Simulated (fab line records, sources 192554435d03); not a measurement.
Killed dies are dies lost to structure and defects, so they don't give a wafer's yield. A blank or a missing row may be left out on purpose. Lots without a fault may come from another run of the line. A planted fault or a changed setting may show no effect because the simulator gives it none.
Problem report in the 8D (eight disciplines) form, filled by code | flow n5_finfet | the parts of the form that need people (team, actions taken, sign-off) are left out

1. THE PROBLEM
run_length_s at N5_HKMG_FIN_ETCH_58 reads a mean of 647.2 s on 3 wafers of 2 lots; wafers without a fault read 764.1 s with a standard deviation of 0.44. That is -99 or more standard deviations from the usual mean.
The step: etches SOC in N2/H2, target depth 215.8 nm, time 741 s.
First seen on wafer L572.2, day 5 18:52, on rie_diel-04. The record holds 15 wafers of 6 lots with a number at this step. Rule for "out", or "out of limits": more than 4 standard deviations from the usual mean. The other wafers with a number count as sound.

2. WHAT IT IS AND WHAT IT IS NOT
question                    | is                     | is not
which readings at this step | run_length_s           | drypump_motor_current_A, oes_product_au, rf_vpp_V, showerhead_plenum_p_Torr, throttle_valve_pct
which lots                  | L572, L574             | L567, L579, L581, L582
which wafers of those lots  | all that have a number | -
read on which tools         | rie_diel-04            | rie_diel-01, rie_diel-02
when                        | from day 5 18:52       | up to then (3 sound wafers); but 9 sound wafers of L579, L581, L582 came after

3. SUSPECTS, AND WHAT RULES EACH OUT
Counting: a tool at a process step up to the reading stays a suspect if it ran every lot that is out and no sound lot after the first of them.
- rie_diel-04 at N5_HKMG_FIN_DESCUM_53 (chemistry O2, time 7.9 s): kept. It ran every lot that is out, first L572 (day 5 18:34), and no sound lot after that; its last sound lot up to then is L567 (day 4 16:05).
- rie_diel-04 at N5_HKMG_FIN_ETCH_54 (etches SiARC in CF4, target depth 45.5 nm, time 75.8 s): kept. It ran every lot that is out, first L572 (day 5 18:36), and no sound lot after that; its last sound lot up to then is L567 (day 4 16:08).
- rie_diel-04 at N5_HKMG_FIN_ETCH_55 (etches SOC in N2/H2, target depth 240 nm, time 300 s): kept. It ran every lot that is out, first L572 (day 5 18:40), and no sound lot after that; its last sound lot up to then is L567 (day 4 16:11).
- rie_diel-04 at N5_HKMG_FIN_STRIP_57 (strips in CF4): kept. It ran every lot that is out, first L572 (day 5 18:51), and no sound lot after that; its last sound lot up to then is L567 (day 4 16:22).
- rie_diel-04 at N5_HKMG_FIN_ETCH_58 (etches SOC in N2/H2, target depth 215.8 nm, time 741 s): kept. It ran every lot that is out, first L572 (day 5 18:52), and no sound lot after that; its last sound lot up to then is L567 (day 4 16:23). Its own readings are out on those wafers: run_length_s.
Left after counting: rie_diel-04 at N5_HKMG_FIN_DESCUM_53, rie_diel-04 at N5_HKMG_FIN_ETCH_54, rie_diel-04 at N5_HKMG_FIN_ETCH_55, rie_diel-04 at N5_HKMG_FIN_STRIP_57, rie_diel-04 at N5_HKMG_FIN_ETCH_58.

4. THE CAUSE (what the simulator had put in)
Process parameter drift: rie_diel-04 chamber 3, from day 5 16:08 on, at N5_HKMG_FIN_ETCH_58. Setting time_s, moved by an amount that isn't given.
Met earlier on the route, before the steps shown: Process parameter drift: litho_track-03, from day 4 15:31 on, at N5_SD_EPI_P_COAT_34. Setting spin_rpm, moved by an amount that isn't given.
Counting left 5 suspects, and this tool is among them.

5. THE CHAIN OF EFFECTS, in route order
Each row: a reading whose mean over the struck wafers that have a number lies more than 3 standard deviations from the usual. Only readings for which the record gives a usual standard deviation are gone through. hours: the time from each lot's start at the first step in this table that gives one to its start at this step, as a median over the lots. sigmas: the change in usual standard deviations.
hours | step                | reading      | usual   | on struck wafers | change | sigmas
0     | N5_HKMG_FIN_ETCH_58 | run_length_s | 764.1 s | 647.2            | -116.9 | -99 or more
The process steps in it:
- N5_HKMG_FIN_ETCH_58: etches SOC in N2/H2, target depth 215.8 nm, time 741 s.
Readings that are blank on the struck wafers while sound wafers have them: rf_fwd_power_W at N5_HKMG_FIN_ETCH_58.
Later measuring or inspecting steps at which every struck wafer that the step has a row for has a number for every such reading, and none has moved that far: N5_BEOL_M4_RC_MEAS_101.

6. WHAT WOULD HAVE CAUGHT IT SOONER
In this record the first reading out of limits was taken at day 5 18:52, 3 hours after the fault began at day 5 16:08.
